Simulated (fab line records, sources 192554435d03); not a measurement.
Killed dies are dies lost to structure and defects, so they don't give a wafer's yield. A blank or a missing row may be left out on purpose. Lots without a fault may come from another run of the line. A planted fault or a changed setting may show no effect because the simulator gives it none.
Split-lot experiment | flow n5_finfet | 7 lots, 21 wafers read, on a route of 1938 steps

THE SPLIT
At N5_BEOL_M1_TRENCH_ETCH_37 (etches SiOC in C4F6/O2, target depth 55.207 nm, time 29 s), the setting time_s was moved away from the recipe's 29 s on 3 of the 21 wafers read, by -11.9% to +12.8%. The other wafers ran this setting at the recipe's value.

FROM THE SPLIT TO THE READING: what the file shows between them, 2 steps
- N5_BEOL_M1_ETCH_41: etches SiCN in CH3F/O2, target depth 31.9 nm, time 57.8 s
- N5_BEOL_M1_STRIP_97: strips in N2/H2, time 10 s

THE READING
trench_depth_nm, in nm, at N5_BEOL_M1_OCD_MEAS_38. Fault-free wafers of this fab line usually give 55.2 nm, standard deviation 0.88 nm.

wafer  | tool, chamber at the split | time_s as run, s | against the recipe | trench_depth_nm, nm | against lot-mates on the recipe
L075.1 | rie_diel-03, 0             | 29               | recipe             | 55.3                | -
L075.2 | rie_diel-03, 3             | 29               | recipe             | 54.1                | -
L075.3 | rie_diel-03, 1             | 32.72            | +12.8%             | 61.7                | +7.0
L076.1 | rie_diel-02, 0             | 29               | recipe             | 53.4                | -
L076.4 | rie_diel-02, 0             | 29               | recipe             | 54.3                | -
L076.5 | rie_diel-02, 1             | 29               | recipe             | 54.3                | -
L085.1 | rie_diel-03, 0             | 29               | recipe             | 55.0                | -
L085.3 | rie_diel-03, 3             | 29               | recipe             | 54.8                | -
L085.6 | rie_diel-03, 1             | 29               | recipe             | 53.8                | -
L087.1 | rie_diel-03, 1             | 26.26            | -9.4%              | 48.8                | -5.8
L087.2 | rie_diel-03, 2             | 29               | recipe             | 54.2                | -
L087.3 | rie_diel-03, 0             | 29               | recipe             | 54.9                | -
L089.4 | rie_diel-05, 3             | 29               | recipe             | 55.8                | -
L089.5 | rie_diel-05, 3             | 29               | recipe             | 55.7                | -
L089.6 | rie_diel-05, 0             | 29               | recipe             | 54.2                | -
L090.1 | rie_diel-02, 2             | 25.55            | -11.9%             | 49.4                | -5.9
L090.2 | rie_diel-02, 1             | 29               | recipe             | 55.2                | -
L090.5 | rie_diel-02, 2             | 29               | recipe             | 55.4                | -
L091.3 | rie_diel-05, 1             | 29               | recipe             | 56.2                | -
L091.4 | rie_diel-05, 2             | 29               | recipe             | 56.3                | -
L091.5 | rie_diel-05, 0             | 29               | recipe             | 53.3                | -

THE FIT
A straight line over all 21 wafers: trench_depth_nm changes by +0.53 nm for each +1% of time_s; r = +0.94; the points scatter about the line by 0.91 nm.
The same after taking each lot's own level away (the mean of its wafers on the recipe; 21 wafers): +0.542 nm for each +1%; r = +0.96; scatter 0.74 nm.
On that fit, the largest move of time_s shifts the reading by 7 nm.
The lots' own levels span 54.00 to 55.30 nm, that is 1.5 times the standard deviation above.
So the lot-to-lot level changes the slope little: the two slopes agree.
Check: with one of the wafers moved furthest among these (+12.8%) left out of the fit, the line predicts +6.9 nm for it against its lot-mates. It came out at +7 nm against them.

OTHER SPLITS ON THESE WAFERS
These wafers also went through other splits before the reading. Each is held against what the fit with the lots' levels taken away leaves over:
other split on the same wafers              | wafers away from the commonest value | r with trench_depth_nm (lot level and that fit taken away)
N5_BEOL_M0_SAQP_COAT_81 spin_rpm            | 6                                    | -0.13
N5_BEOL_M0_SAQP_SPACER2_ALD_26 target_thk_a | 7                                    | +0.06
N5_BEOL_M0_SAQP_COAT_87 temp_c              | 7                                    | -0.42
N5_BEOL_M0_DEP_125 time_s                   | 5                                    | -0.02
N5_BEOL_M1_ETCH_77 source_w                 | 6                                    | -0.20

THE WHOLE CHAIN: every reading that the file lists as answering this split, in the file's order
step                      | what it does                                              | reading                                                                   | change (the file's fit)               | r (the file's)
N5_BEOL_M1_TRENCH_ETCH_37 | etches SiOC in C4F6/O2, target depth 55.207 nm, time 29 s | BEOL_M1.feature_depth_nm (the simulator's own value, which no gauge read) | +0.539 nm for each +1% of the setting | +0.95
N5_BEOL_M1_TRENCH_ETCH_37 | etches SiOC in C4F6/O2, target depth 55.207 nm, time 29 s | etch.depth_nm (the simulator's own value, which no gauge read)            | +0.54 nm for each +1% of the setting  | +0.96
N5_BEOL_M1_OCD_MEAS_38    |                                                           | trench_depth_nm                                                           | +0.541 nm for each +1% of the setting | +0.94

THE FILE'S OWN FIT
trench_depth_nm changes by +0.541 nm for each +1% of time_s, r = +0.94.
